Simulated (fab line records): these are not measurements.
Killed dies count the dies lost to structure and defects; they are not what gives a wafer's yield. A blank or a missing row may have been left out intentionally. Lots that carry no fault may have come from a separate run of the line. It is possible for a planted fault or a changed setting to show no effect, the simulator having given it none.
Which tool did it? ; flow n5Finfet ; 30 wafers from 10 lots sampled at 5 of the route's 1938 steps

## WHAT THE GAUGES SHOWED, per wafer
The record holds no reading of a measuring or inspecting step that can be judged against a usual standard deviation.

## TOOL THAT RAN EACH LOT (tool first, then ch and the chambers of the sampled wafers, then the start)
lot;N5_BEOL_M10_HM_OPEN_17;N5_BEOL_M10_STRIP_19;N5_BEOL_M10_STRIP_77;N5_BEOL_M10_DEGAS_44;N5_PASSIVATION_PROBE_49
L464;rieMetal-03 ch 0,1, day 10 02:58;rieDiel-02 ch 0,2,3, day 10 03:05;rieDiel-04 ch 0,1,3, day 10 04:19;pvdSputter-03, day 10 05:09;prober-02, day 12 06:06
L465;rieMetal-03 ch 0,1, day 10 18:58;rieDiel-05 ch 1,3, day 10 19:05;rieDiel-04 ch 2,3, day 10 20:43;pvdSputter-01, day 10 22:01;prober-01, day 13 06:06
L470;rieMetal-03 ch 0,1, day 11 22:15;rieDiel-04 ch 0,1,3, day 11 22:36;rieDiel-02 ch 2,3, day 12 00:05;pvdSputter-02, day 12 00:47;prober-02, day 14 02:31
L469;rieMetal-01 ch 1, day 11 23:10;rieDiel-04 ch 0,2,3, day 11 23:22;rieDiel-02 ch 0,1,2, day 12 00:54;pvdSputter-02, day 12 01:35;prober-01, day 14 08:24
L471;rieMetal-01 ch 0,1, day 12 02:05;rieDiel-02 ch 0,1,2, day 12 02:21;rieDiel-02 ch 0,2, day 12 04:08;pvdSputter-01, day 12 05:09;prober-02, day 14 13:46
L472;rieMetal-03 ch 0,1, day 12 12:01;rieDiel-05 ch 0,1,2, day 12 12:07;rieDiel-05 ch 2,3, day 12 13:21;pvdSputter-02, day 12 14:37;prober-02, day 14 21:38
L474;rieMetal-01 ch 0,1, day 13 12:53;rieDiel-05 ch 0,2,3, day 13 13:05;rieDiel-04 ch 0,2,3, day 13 16:36;pvdSputter-03, day 13 17:50;prober-01, day 15 15:34
L475;rieMetal-02 ch 0,1, day 13 17:02;rieDiel-02 ch 0,1,3, day 13 17:10;rieDiel-04 ch 0,1,2, day 13 19:22;pvdSputter-03, day 13 20:02;prober-02, day 15 20:42
L478;rieMetal-03 ch 0,1, day 14 00:06;rieDiel-04 ch 2,3, day 14 00:11;rieDiel-02 ch 0,1,2, day 14 01:06;pvdSputter-01, day 14 01:55;prober-01, day 15 22:35
L484;rieMetal-03 ch 0,1, day 15 23:26;rieDiel-02 ch 0,2,3, day 15 23:32;rieDiel-04 ch 1,2,3, day 16 01:41;pvdSputter-02, day 16 02:29;prober-01, day 18 14:38
- N5_BEOL_M10_HM_OPEN_17: chemistry Cl2/BCl3, target TiN, target depth 20 nm, overetch 6 nm.
- N5_BEOL_M10_STRIP_19: strips in O2.
- N5_BEOL_M10_STRIP_77: strips in N2/H2, time 10 s.
- N5_BEOL_M10_DEGAS_44: time 60 s.
- N5_PASSIVATION_PROBE_49

## WHAT THE TOOLS THEMSELVES READ (means of the sampled wafers that have a number; where no wafer has one, the mark that the record gives instead)
N5_BEOL_M10_HM_OPEN_17. Usual: drypumpMotorCurrentA 5.5 A, standard deviation 0.67; oesProductAu 0.69 a.u., standard deviation 0.041; throttleValvePct 21.98 %, standard deviation 0.16.
lot;tool;drypumpMotorCurrentA (A);oesProductAu (a.u.);throttleValvePct (%);flag
L464;rieMetal-03;5.7;0.71;21.93;
L465;rieMetal-03;5.7;0.70;21.94;
L470;rieMetal-03;5.7;0.70;21.94;
L469;rieMetal-01;5.0;0.62;22.38;
L471;rieMetal-01;5.4;0.64;22.18;
L472;rieMetal-03;5.7;0.69;21.95;
L474;rieMetal-01;5.7;0.65;22.02;
L475;rieMetal-02;5.8;0.67;21.96;
L478;rieMetal-03;5.7;0.69;21.95;
L484;rieMetal-03;5.2;0.69;21.93;

N5_BEOL_M10_STRIP_19. Usual: chamberPressureMTorr 30.00 mTorr, standard deviation 0.034; drypumpMotorCurrentA 5.6 A, standard deviation 0.4; oesProductAu 0.80 a.u., standard deviation 0.076; rfVppV 3.7 V, standard deviation 0.63; showerheadPlenumPTorr 2.10 Torr, standard deviation 0.062; throttleValvePct 16.58 %, standard deviation 0.17.
lot;tool;chamberPressureMTorr (mTorr);drypumpMotorCurrentA (A);oesProductAu (a.u.);rfVppV (V);showerheadPlenumPTorr (Torr);throttleValvePct (%);flag
L464;rieDiel-02;29.99;5.8;0.80;4.0;2.06;16.60;
L465;rieDiel-05;29.96;5.5;0.84;3.1;2.07;16.60;
L470;rieDiel-04;30.02;5.4;0.82;3.4;2.12;16.45;
L469;rieDiel-04;30.02;5.5;0.76;3.6;2.15;16.66;
L471;rieDiel-02;30.02;5.8;0.79;3.6;2.07;16.57;
L472;rieDiel-05;30.00;5.6;0.81;4.0;2.14;16.50;
L474;rieDiel-05;29.97;5.7;0.73;3.5;2.14;16.58;
L475;rieDiel-02;30.02;5.4;0.82;3.6;2.08;16.60;
L478;rieDiel-04;30.02;5.5;0.75;3.8;2.18;16.76;
L484;rieDiel-02;29.97;5.8;0.75;3.9;2.04;16.70;

N5_BEOL_M10_STRIP_77. Usual: chamberPressureMTorr 20.002 mTorr, standard deviation 0.017; drypumpMotorCurrentA 5.6 A, standard deviation 0.38; oesProductAu 0.79 a.u., standard deviation 0.072; rfVppV 59.2 V, standard deviation 0.89; showerheadPlenumPTorr 2.56 Torr, standard deviation 0.082; throttleValvePct 23.63 %, standard deviation 0.28.
lot;tool;chamberPressureMTorr (mTorr);drypumpMotorCurrentA (A);oesProductAu (a.u.);rfVppV (V);showerheadPlenumPTorr (Torr);throttleValvePct (%);flag
L464;rieDiel-04;20.011;5.4;0.84;59.9;2.58;23.52;
L465;rieDiel-04;20.017;5.5;0.77;59.0;2.64;23.92;
L470;rieDiel-02;20.005;6.2;0.77;59.2;2.43;23.62;
L469;rieDiel-02;20.014;5.8;0.80;59.4;2.52;23.59;
L471;rieDiel-02;20.016;5.8;0.76;58.8;2.50;23.47;
L472;rieDiel-05;20.000;5.7;0.68;59.7;2.52;23.15;
L474;rieDiel-04;20.000;5.5;0.76;60.1;2.60;23.75;
L475;rieDiel-04;20.013;5.7;0.77;59.6;2.54;23.72;
L478;rieDiel-02;20.001;5.8;0.78;59.5;2.51;23.61;
L484;rieDiel-04;22.001;5.4;0.77;59.2;2.59;23.80;OFF

N5_BEOL_M10_DEGAS_44. Usual: heaterPowerW at 337 W, with a standard deviation of 28.
lot;tool;heaterPowerW (W);flag
L464;pvdSputter-03;352;
L465;pvdSputter-01;329;
L470;pvdSputter-02;325;
L469;pvdSputter-02;313;
L471;pvdSputter-01;328;
L472;pvdSputter-02;316;
L474;pvdSputter-03;346;
L475;pvdSputter-03;320;
L478;pvdSputter-01;326;
L484;pvdSputter-02;316;

N5_PASSIVATION_PROBE_49. Usual: defectLimitedYield 91.0 %, standard deviation 1.5; killed_at_M0_to_M3 34, standard deviation 9.1; killed_at_M4_up 14, standard deviation 5.7; killedAtContacts 13, standard deviation 5.7; killedAtFrontEnd 42, standard deviation 12; killedAtOther 4, standard deviation 3.4; killedDies 106, standard deviation 17; killedOnRim 14, standard deviation 4.3; killedOpen 70, standard deviation 13; killedShort 34, standard deviation 7.5; sort_bin_5_function 5.2 %, standard deviation 0.94; sort_bin_6_memory 3.4 %, standard deviation 0.69; sortNPass 1074, standard deviation 17; sortYieldPct 91.0 %, standard deviation 1.5.
lot;tool;defectLimitedYield (%);killed_at_M0_to_M3;killed_at_M4_up;killedAtContacts;killedAtFrontEnd;killedAtOther;killedDies;killedOnRim;killedOpen;killedShort;sort_bin_5_function (%);sort_bin_6_memory (%);sortNPass;sortYieldPct (%);flag
L464;prober-02;90.3;39;15;12;46;2;114;12;75;38;5.4;3.9;1066;90.3;
L465;prober-01;91.4;31;15;12;38;5;102;12;70;30;5.0;3.3;1078;91.4;
L470;prober-02;91.0;31;14;16;41;4;106;15;69;38;5.3;3.5;1074;91.0;
L469;prober-01;89.9;38;14;15;49;5;120;16;80;38;6.2;3.6;1060;89.9;
L471;prober-02;88.8;54;8;8;60;2;132;16;92;39;6.6;4.1;1048;88.8;
L472;prober-02;90.5;23;26;13;38;11;112;14;69;41;5.3;3.7;1068;90.5;
L474;prober-01;91.5;36;9;10;43;2;100;12;66;34;4.6;3.4;1080;91.5;
L475;prober-02;91.4;25;11;12;51;3;102;12;70;29;5.2;3.1;1078;91.4;
L478;prober-01;91.5;35;15;11;27;11;100;11;65;35;4.7;3.5;1080;91.5;
L484;prober-01;91.9;35;7;11;39;4;96;12;58;34;4.6;2.9;1084;91.9;

## THE ANSWER, worked out from the rows above alone
Rule: a lot counts as off when the mean over its wafers that have a number is more than 3 standard deviations away from the usual mean. Also off: a lot with no number at a reading for which 4 or more lots have one. All remaining lots with rows at the step are treated as sound. After the gauges, taken in route order, come the tools' own readings; for these a lot's mean is taken, as printed above. The first step at which some lot is off is used, and at that step the reading that is off furthest; a lot without a number counts as furthest.
Off, at N5_BEOL_M10_STRIP_77 on chamberPressureMTorr: L484.
A tool fits if, at that step or a process step before it, it ran every lot that is off, and no sound lot after the first of them. Can't be told from this: 3 tools fit, rieMetal-03 at N5_BEOL_M10_HM_OPEN_17, rieDiel-02 at N5_BEOL_M10_STRIP_19, rieDiel-04 at N5_BEOL_M10_STRIP_77.

## WHAT THE SIMULATOR PUT IN
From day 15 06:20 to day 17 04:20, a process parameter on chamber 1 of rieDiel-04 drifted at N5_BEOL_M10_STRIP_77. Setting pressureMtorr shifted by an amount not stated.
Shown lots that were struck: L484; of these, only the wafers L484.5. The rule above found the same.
